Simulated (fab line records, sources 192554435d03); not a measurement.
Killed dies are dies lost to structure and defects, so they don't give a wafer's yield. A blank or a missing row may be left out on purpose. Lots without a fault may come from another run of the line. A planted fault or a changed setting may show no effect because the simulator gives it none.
Split-lot experiment | flow n5_finfet | 7 lots, 21 wafers read, on a route of 1938 steps

THE SPLIT
At N5_PASSIVATION_ETCH_54 (etches SiO2 in CHF3/O2, target depth 880 nm, time 440 s), the setting source_w was moved away from the recipe's 650 W on 9 of the 21 wafers read, by -15.2% to +14.9%. The other wafers ran this setting at the recipe's value.

The reading is taken at the split's own step.

THE READING
rf_vpp_V, in V, at N5_PASSIVATION_ETCH_54 (etches SiO2 in CHF3/O2, target depth 880 nm, time 440 s). Fault-free wafers of this fab line usually give 525 V, standard deviation 8.6 V.

wafer  | tool, chamber at the split | source_w as run, W | against the recipe | rf_vpp_V, V | against lot-mates on the recipe
L078.1 | rie_diel-06, 0             | 650                | recipe             | 544         | -
L078.3 | rie_diel-06, 2             | 650                | recipe             | 535         | -
L078.5 | rie_diel-06, 2             | 650                | recipe             | 535         | -
L079.1 | rie_diel-03, 1             | 738.3              | +13.6%             | 493         | -26
L079.4 | rie_diel-03, 0             | 650                | recipe             | 519         | -
L079.5 | rie_diel-03, 1             | 738.3              | +13.6%             | 491         | -28
L077.1 | rie_diel-06, 0             | 554.7              | -14.7%             | 589         | +55
L077.3 | rie_diel-06, 2             | 650                | recipe             | 534         | -
L077.6 | rie_diel-06, 2             | 554.7              | -14.7%             | 577         | +43
L088.1 | rie_diel-02, 2             | 650                | recipe             | 522         | -
L088.2 | rie_diel-02, 3             | 592.9              | -8.8%              | 547         | +25
L088.5 | rie_diel-02, 2             | 592.9              | -8.8%              | 546         | +24
L089.3 | rie_diel-06, 2             | 650                | recipe             | 534         | -
L089.4 | rie_diel-06, 3             | 650                | recipe             | 528         | -
L089.5 | rie_diel-06, 2             | 650                | recipe             | 535         | -
L090.1 | rie_diel-02, 0             | 746.9              | +14.9%             | 496         | -21
L090.5 | rie_diel-02, 1             | 650                | recipe             | 517         | -
L090.6 | rie_diel-02, 2             | 746.9              | +14.9%             | 486         | -31
L097.3 | rie_diel-02, 1             | 650                | recipe             | 518         | -
L097.4 | rie_diel-02, 0             | 650                | recipe             | 531         | -
L097.5 | rie_diel-02, 3             | 551.3              | -15.2%             | 566         | +42

THE FIT
A straight line over all 21 wafers: rf_vpp_V changes by -2.82 V for each +1% of source_w; r = -0.95; the points scatter about the line by 8.6 V.
The same after taking each lot's own level away (the mean of its wafers on the recipe; 21 wafers): -2.45 V for each +1%; r = -0.96; scatter 6.2 V.
On that fit, the largest move of source_w shifts the reading by 37 V.
The lots' own levels span 517.0 to 538.0 V, that is 2.4 times the standard deviation above.
So the lot-to-lot level changes the slope: the two fits differ.
Check: with one of the wafers moved furthest among these (-15.2%) left out of the fit, the line predicts +40.3 V for it against its lot-mates. It came out at +41.5 V against them.
Tool readings at the split's step, against how far the setting was moved: rf_vpp_V r = -0.95.

OTHER SPLITS ON THESE WAFERS
These wafers also went through other splits before the reading. Each is held against what the fit with the lots' levels taken away leaves over:
other split on the same wafers     | wafers away from the commonest value | r with rf_vpp_V (lot level and that fit taken away)
N5_BEOL_M11_PECVD_70 time_s        | 7                                    | +0.02
N5_BEOL_M13_EXPOSE_07 dose_mj      | 7                                    | -0.08
N5_BEOL_M14_PEB_26 peb_temp_c      | 8                                    | -0.35
N5_BEOL_M14_TRENCH_ETCH_34 bias_w  | 4                                    | -0.03
N5_BEOL_M14_SPUTTER_43 power_w     | 8                                    | +0.39
N5_BEOL_M14_SPUTTER_44 time_s      | 9                                    | +0.17
N5_MIM_BOT_ETCH_ETCH_04 time_s     | 10                                   | -0.20
N5_PASSIVATION_PASS_ETCH_47 time_s | 8                                    | +0.05

THE WHOLE CHAIN: every reading that the file lists as answering this split, in the file's order
step                   | what it does                                            | reading                                                                       | change (the file's fit)             | r (the file's)
N5_PASSIVATION_ETCH_54 | etches SiO2 in CHF3/O2, target depth 880 nm, time 440 s | rf_vpp_V                                                                      | -2.49 V for each +1% of the setting | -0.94
N5_PASSIVATION_ETCH_54 | etches SiO2 in CHF3/O2, target depth 880 nm, time 440 s | PASSIVATION.feature_depth_nm (the simulator's own value, which no gauge read) | +3.4 nm for each +1% of the setting | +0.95
N5_PASSIVATION_ETCH_54 | etches SiO2 in CHF3/O2, target depth 880 nm, time 440 s | etch.depth_nm (the simulator's own value, which no gauge read)                | +3.4 nm for each +1% of the setting | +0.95

THE FILE'S OWN FIT
rf_vpp_V changes by -2.49 V for each +1% of source_w, r = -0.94.
